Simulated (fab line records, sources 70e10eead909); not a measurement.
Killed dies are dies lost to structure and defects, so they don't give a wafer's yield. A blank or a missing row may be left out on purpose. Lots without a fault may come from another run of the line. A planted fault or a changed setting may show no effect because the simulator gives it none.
One fault seen from 2 desks | flow nand_harc | each desk has only its own numbers; what lay behind them comes last

THE DEFECT DESK
What the inspections along the route counted, lot by lot: means of the sampled wafers that have a number. A lot is out of limits, marked OUT, if its mean lies more than 4 standard deviations from the usual mean; the brackets give that distance.
Columns: A = raw_defect_count at NHARC_A_CONTACT_INSPECT_71, usual 84
lot  | first seen here | A
L418 | day 21 22:49    | 114
L420 | day 22 12:58    | 103
L421 | day 23 15:47    | 62
L423 | day 24 03:23    | 107
L425 | day 24 18:30    | 33
L424 | day 25 12:09    | 114
L434 | day 28 08:32    | 66
L435 | day 28 16:12    | 70
L432 | day 28 21:19    | 107
L436 | day 29 17:59    | 67
L437 | day 30 17:38    | 100
L440 | day 30 22:04    | 62
This desk's finding: nothing out of limits on any of the 12 lots.

THE TOOL OWNER'S DESK: rie_diel-01
The tool's own readings at NHARC_A_CONTACT_ETCH_78 (etches the open film in O2/COS, target depth 5300 nm, time 1378 s): means of the sampled wafers that have a number, for each lot that ran on this tool. A lot is out of limits, marked OUT, if its mean lies more than 4 standard deviations from the usual mean; the brackets give that distance. Of its 8 readings 7 are shown: the one that was out of limits first, and those that lie furthest out on some lot.
Columns: A = chamber_pressure_mTorr at NHARC_A_CONTACT_ETCH_78, usual 19.998 mTorr; B = drypump_motor_current_A at NHARC_A_CONTACT_ETCH_78, usual 5.7 A; C = o2_flow_sccm at NHARC_A_CONTACT_ETCH_78, usual 399.9 sccm; D = oes_product_au at NHARC_A_CONTACT_ETCH_78, usual 1.007 a.u.; E = rf_fwd_power_W at NHARC_A_CONTACT_ETCH_78, usual 499.5 W; F = rf_vpp_V at NHARC_A_CONTACT_ETCH_78, usual 313.8 V; G = throttle_valve_pct at NHARC_A_CONTACT_ETCH_78, usual 28.329 %
lot  | first seen here | A      | B   | C     | D                | E     | F     | G
L420 | day 22 13:44    | 20.005 | 5.8 | 399.0 | 0.999            | 498.7 | 314.1 | 28.328
L421 | day 23 16:45    | 20.022 | 5.4 | 401.3 | 1.006            | 497.3 | 314.9 | 28.331
L423 | day 24 04:10    | 19.989 | 5.8 | 398.4 | 0.994            | 499.3 | 313.8 | 28.321
L425 | day 24 19:10    | 20.001 | 5.4 | 399.1 | 1.013            | 500.0 | 314.7 | 28.329
L424 | day 25 13:48    | 20.000 | 5.0 | 399.1 | 1.002            | 499.1 | 315.5 | 28.335
L434 | day 28 09:24    | 19.993 | 5.4 | 400.2 | 0.943 (-7.0) OUT | 497.7 | 314.6 | 28.329
L435 | day 28 17:21    | 19.983 | 6.2 | 401.9 | 0.927 (-8.8) OUT | 497.9 | 313.1 | 28.338
L432 | day 28 21:59    | 19.996 | 5.5 | 401.4 | 0.913 (-10) OUT  | 497.4 | 315.9 | 28.330
This desk's finding: out of limits on L432, L434, L435; first on L434, day 28 09:24 (oes_product_au at NHARC_A_CONTACT_ETCH_78). In limits: L420, L421, L423, L425, L424.

PUT TOGETHER
The tool owner's desk could have raised an alarm at day 28 09:24, on L432, L434, L435.
The defect desk saw nothing out of limits.
The defect desk has L432, L434, L435 on record, within its limits.
Of the lots named, all ran NHARC_A_CONTACT_ETCH_78 on rie_diel-01.

WHAT THE SIMULATOR HAD PUT IN
Process parameter drift: rie_diel-01, from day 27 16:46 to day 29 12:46, at NHARC_A_CONTACT_ETCH_78. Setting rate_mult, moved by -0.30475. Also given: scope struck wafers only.
Lots struck among those shown: L432, L434, L435.
Hours from the fault's start to each desk's first reading out of limits: the tool owner's desk, 17.
